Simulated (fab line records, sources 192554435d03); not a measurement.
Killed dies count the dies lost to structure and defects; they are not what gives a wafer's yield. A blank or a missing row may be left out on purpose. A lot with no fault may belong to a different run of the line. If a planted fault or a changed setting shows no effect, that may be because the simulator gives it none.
Matching of chambers | flow n5 finfet | N5_BEOL_M6_STRIP_36 on rie diel-05: 4 sister chambers
The step strips in N2/H2. 20 wafers are shown with their chamber, then 10 later ones without.

## WAFERS WITH THEIR CHAMBER
wafer  | chamber | drypump motor current A (A) | throttle valve pct (%) | showerhead plenum p Torr (Torr)
L075.1 | 2       | 5.9                         | 23.94                  | 2.40
L075.2 | 0       | 5.9                         | 23.58                  | 2.41
L075.3 | 3       | 6.2                         | 23.26                  | 2.60
L076.1 | 0       | 5.9                         | 23.62                  | 2.41
L076.2 | 1       | 5.0                         | 23.49                  | 2.52
L076.4 | 2       | 6.0                         | 23.92                  | 2.40
L077.2 | 0       | 5.9                         | 23.60                  | 2.41
L077.3 | 3       | 6.2                         | 23.28                  | 2.60
L077.5 | 2       | 6.0                         | 23.92                  | 2.40
L079.1 | 3       | 6.2                         | 23.30                  | 2.60
L079.4 | 1       | 5.0                         | 23.51                  | 2.52
L079.6 | 0       | 5.9                         | 23.59                  | 2.41
L083.2 | 3       | 6.1                         | 23.30                  | 2.59
L083.4 | 3       | 6.1                         | 23.28                  | 2.59
L083.6 | 1       | 5.0                         | 23.53                  | 2.51
L087.1 | 1       | 5.0                         | 23.56                  | 2.51
L087.5 | 2       | 5.9                         | 23.72                  | 2.71
L087.6 | 3       | 6.2                         | 23.28                  | 2.59
L089.1 | 2       | 5.9                         | 23.71                  | 2.71
L089.3 | 3       | 6.1                         | 23.34                  | 2.59

SIGNATURES, as means of the wafers listed above
reading                  | chamber 0 | chamber 1 | chamber 2 | chamber 3 | scatter within a chamber
drypump motor current A  | 5.900     | 5.000     | 5.940     | 6.157     | 0.0427
throttle valve pct       | 23.5975   | 23.5225   | 23.8420   | 23.2914   | 0.062
showerhead plenum p Torr | 2.4100    | 2.5150    | 2.5240    | 2.5943    | 0.085
Rule: for a wafer and a chamber, the distance is found by dividing, reading by reading, the gap between the wafer's reading and the chamber's mean by the reading's scatter, squaring, summing and taking the root. If the next closest chamber is less than 2 further off than the closest, the wafer can't be placed; otherwise it belongs to the closest. The scatter is the square root of a quotient: the sum, over the shown wafers, of each reading's squared deviation from its chamber's mean, divided by wafers minus chambers.

## WAFERS WITH NO CHAMBER GIVEN
wafer  | drypump motor current A (A) | throttle valve pct (%) | showerhead plenum p Torr (Torr)
L089.4 | 5.9                         | 23.22                  | 2.73
L088.1 | 5.9                         | 23.25                  | 2.72
L088.4 | 6.0                         | 23.76                  | 2.71
L088.5 | 5.9                         | 23.23                  | 2.72
L092.2 | 5.8                         | 23.25                  | 2.72
L092.4 | 5.8                         | 23.23                  | 2.72
L092.6 | 5.0                         | 23.57                  | 2.50
L096.1 | 5.9                         | 23.76                  | 2.70
L096.4 | 5.9                         | 23.25                  | 2.71
L096.6 | 6.0                         | 23.73                  | 2.70

## THE CHAMBER EACH PASSED THROUGH
wafer  | from the rows above     | in truth
L089.4 | can't be placed: 3 or 0 | 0
L088.1 | can't be placed: 3 or 0 | 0
L088.4 | 2                       | 2
L088.5 | can't be placed: 3 or 0 | 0
L092.2 | can't be placed: 0 or 3 | 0
L092.4 | can't be placed: 0 or 3 | 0
L092.6 | 1                       | 1
L096.1 | can't be placed: 2 or 0 | 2
L096.4 | can't be placed: 3 or 0 | 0
L096.6 | can't be placed: 2 or 0 | 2
Placed correctly: 2 of 10. Can't be placed from these rows: 8 (the true chamber is among the candidates in 8). Placed wrongly: 0.
